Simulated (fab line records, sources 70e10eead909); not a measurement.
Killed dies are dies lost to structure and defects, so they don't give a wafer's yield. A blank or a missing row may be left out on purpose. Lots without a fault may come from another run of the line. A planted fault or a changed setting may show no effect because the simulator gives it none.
Chamber matching | flow nand_harc | NHARC_A_M0_CMP_23 on cmp-03: 4 sister chambers
The step polishes, t overpolish 20 s, target thk 113.75 nm. 8 wafers are shown with their chamber, then 8 later ones without.

WAFERS WITH THEIR CHAMBER
wafer  | chamber | motor_current_A (A) | time_to_endpoint_s (s)
L086.3 | 3       | 12.2                | 31
L086.5 | 0       | 11.0                | 30
L083.5 | 2       | 14.1                | 26
L083.6 | 1       | 12.5                | 27
L090.4 | 0       | 11.1                | 32
L090.5 | 2       | 13.5                | 28
L090.6 | 1       | 12.3                | 30
L092.4 | 3       | 11.7                | 29

WAFERS WITHOUT THEIR CHAMBER
wafer  | motor_current_A (A) | time_to_endpoint_s (s)
L092.5 | 11.2                | 30
L092.6 | 12.2                | 27
L091.2 | 11.0                | 31
L091.4 | 11.8                | 28
L091.5 | 11.3                | 31
L097.1 | 11.7                | 30
L097.4 | 12.7                | 26
L097.5 | 14.1                | 27

WHICH CHAMBER EACH WENT THROUGH
wafer  | from the rows above          | in truth
L092.5 | can't be placed: 0 or 3      | 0
L092.6 | can't be placed: 1 or 3      | 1
L091.2 | 0                            | 0
L091.4 | can't be placed: 3 or 1 or 0 | 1
L091.5 | can't be placed: 0 or 3      | 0
L097.1 | can't be placed: 3 or 0 or 1 | 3
L097.4 | can't be placed: 1 or 3      | 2
L097.5 | 2                            | 2
Placed correctly: 2 of 8. Can't be placed from these rows: 6 (the true chamber is among the candidates in 5). Placed wrongly: 0.
How it was worked out, from the rows above alone: a wafer's distance from a chamber is the root of the sum, over the readings, of the square of ((its reading less the chamber's mean) divided by the reading's scatter). The wafer belongs to the nearest chamber; if the next one is less than 2 further off, it can't be placed. A chamber's mean is the mean of its shown wafers. The scatter: the root of (the sum of the squares of (reading less its chamber's mean) over the shown wafers, divided by (wafers less chambers)).
